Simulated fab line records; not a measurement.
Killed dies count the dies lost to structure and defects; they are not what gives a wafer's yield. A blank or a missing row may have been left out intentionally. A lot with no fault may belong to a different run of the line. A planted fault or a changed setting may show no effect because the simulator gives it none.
Matching of chambers    flow n5-finfet    N5_BEOL_M8_PECVD_70 on pecvd-04: 3 sister chambers
The step deposits SiO2 from TEOS/O2, target thk 20 nm, time 22.7 s. 16 wafers are shown with their chamber, then 8 later ones without.

== WAFERS WITH THEIR CHAMBER ==
wafer   chamber  throttle-valve-pct (%)  heater-power-w (W)  showerhead-plenum-p-Torr (Torr)
L074.1  2        21.0                    712                 8.73
L074.3  1        21.4                    841                 8.82
L074.4  0        22.9                    691                 8.72
L079.1  2        21.0                    707                 8.76
L079.3  1        21.4                    806                 8.80
L079.4  1        21.8                    803                 8.81
L078.3  2        21.1                    703                 8.75
L078.4  1        21.3                    784                 8.77
L078.5  0        22.7                    694                 8.74
L083.1  2        21.2                    658                 8.74
L083.4  2        21.4                    708                 8.74
L083.5  1        21.6                    854                 8.82
L087.1  2        21.2                    635                 8.74
L087.5  1        21.5                    833                 8.81
L087.6  2        21.1                    636                 8.72
L092.2  1        21.4                    772                 8.82

SIGNATURES (averages over the wafers above)
reading                   chamber 0  chamber 1  chamber 2  scatter within a chamber
throttle-valve-pct        22.800     21.486     21.143     0.153
heater-power-w            692.50     813.29     679.86     31.7
showerhead-plenum-p-Torr  8.7300     8.8071     8.7400     0.0155
Rule: distance of a wafer from a chamber = root of the sum over the readings of ((wafer's reading minus chamber's mean) / reading's scatter) squared. If the next closest chamber is less than 2 further off than the closest, the wafer can't be placed; otherwise it belongs to the closest. The scatter: the root of (the sum of the squares of (reading less its chamber's mean) over the shown wafers, divided by (wafers less chambers)).

== WAFERS WHOSE CHAMBER IS MISSING ==
wafer   throttle-valve-pct (%)  heater-power-w (W)  showerhead-plenum-p-Torr (Torr)
L092.4  21.5                    776                 8.79
L092.5  22.8                    740                 8.76
L095.1  21.2                    708                 8.77
L095.4  22.9                    687                 8.74
L095.6  21.5                    711                 8.75
L091.3  21.5                    686                 8.75
L091.4  23.2                    775                 8.76
L091.5  21.4                    684                 8.73

== CHAMBER TAKEN BY EACH ==
wafer   from the rows above  in truth
L092.4  1                    1
L092.5  0                    0
L095.1  2                    2
L095.4  0                    0
L095.6  2                    2
L091.3  2                    2
L091.4  0                    0
L091.5  2                    2
8 of 8 placed correctly. From these rows, 0 cannot be placed. Number placed wrongly: 0.
